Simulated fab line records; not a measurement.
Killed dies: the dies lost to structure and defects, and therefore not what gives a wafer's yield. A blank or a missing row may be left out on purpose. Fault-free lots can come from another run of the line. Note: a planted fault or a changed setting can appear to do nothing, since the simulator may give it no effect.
Matching of chambers || flow nandHarc || NHARC_A_CHANNEL_FILL_D1_ALD_14 on aldHk-03: 4 sister chambers
The step deposits SiO2, target thk 2.5 nm, pulse time 10 s, ald cycles 25. 8 wafers are shown with their chamber, then 8 later ones without.

== WAFERS, EACH WITH ITS CHAMBER ==
{"wafer": "L082.3", "chamber": 1, "heaterPowerW (W)": 519, "precursorPulseHeightRel": 1.016}
{"wafer": "L082.5", "chamber": 3, "heaterPowerW (W)": 471, "precursorPulseHeightRel": 0.998}
{"wafer": "L089.2", "chamber": 2, "heaterPowerW (W)": 349, "precursorPulseHeightRel": 1.047}
{"wafer": "L089.5", "chamber": 0, "heaterPowerW (W)": 488, "precursorPulseHeightRel": 1.021}
{"wafer": "L088.1", "chamber": 0, "heaterPowerW (W)": 500, "precursorPulseHeightRel": 0.979}
{"wafer": "L088.2", "chamber": 1, "heaterPowerW (W)": 514, "precursorPulseHeightRel": 0.978}
{"wafer": "L088.6", "chamber": 3, "heaterPowerW (W)": 460, "precursorPulseHeightRel": 1.001}
{"wafer": "L091.3", "chamber": 2, "heaterPowerW (W)": 343, "precursorPulseHeightRel": 1.012}

== WAFERS WITHOUT THEIR CHAMBER ==
{"wafer": "L091.4", "heaterPowerW (W)": 475, "precursorPulseHeightRel": 0.983}
{"wafer": "L091.5", "heaterPowerW (W)": 349, "precursorPulseHeightRel": 0.972}
{"wafer": "L094.1", "heaterPowerW (W)": 538, "precursorPulseHeightRel": 1.034}
{"wafer": "L094.4", "heaterPowerW (W)": 487, "precursorPulseHeightRel": 0.999}
{"wafer": "L094.6", "heaterPowerW (W)": 492, "precursorPulseHeightRel": 0.995}
{"wafer": "L093.4", "heaterPowerW (W)": 475, "precursorPulseHeightRel": 1.010}
{"wafer": "L093.5", "heaterPowerW (W)": 456, "precursorPulseHeightRel": 0.985}
{"wafer": "L093.6", "heaterPowerW (W)": 491, "precursorPulseHeightRel": 0.988}

== THE CHAMBER EACH PASSED THROUGH ==
{"wafer": "L091.4", "from the rows above": "can't be placed: 3 or 0", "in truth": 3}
{"wafer": "L091.5", "from the rows above": 2, "in truth": 2}
{"wafer": "L094.1", "from the rows above": 1, "in truth": 1}
{"wafer": "L094.4", "from the rows above": 0, "in truth": 0}
{"wafer": "L094.6", "from the rows above": 0, "in truth": 0}
{"wafer": "L093.4", "from the rows above": "can't be placed: 3 or 0", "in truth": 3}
{"wafer": "L093.5", "from the rows above": 3, "in truth": 3}
{"wafer": "L093.6", "from the rows above": 0, "in truth": 0}
Correct placement for 6 of the 8. Can't be placed from these rows: 2 (the true chamber is among the candidates in 2). Wrongly placed: 0.
How it was worked out, from the rows above alone: a wafer's distance from a chamber is the root of the sum, over the readings, of the square of ((its reading less the chamber's mean) divided by the reading's scatter). The wafer belongs to the nearest chamber; if the next one is less than 2 further off, it can't be placed. For every chamber, the mean is computed from those of its wafers that are shown. The scatter: take each reading less its chamber's mean, square it, sum over the shown wafers, divide by the number of wafers less the number of chambers, and take the root.
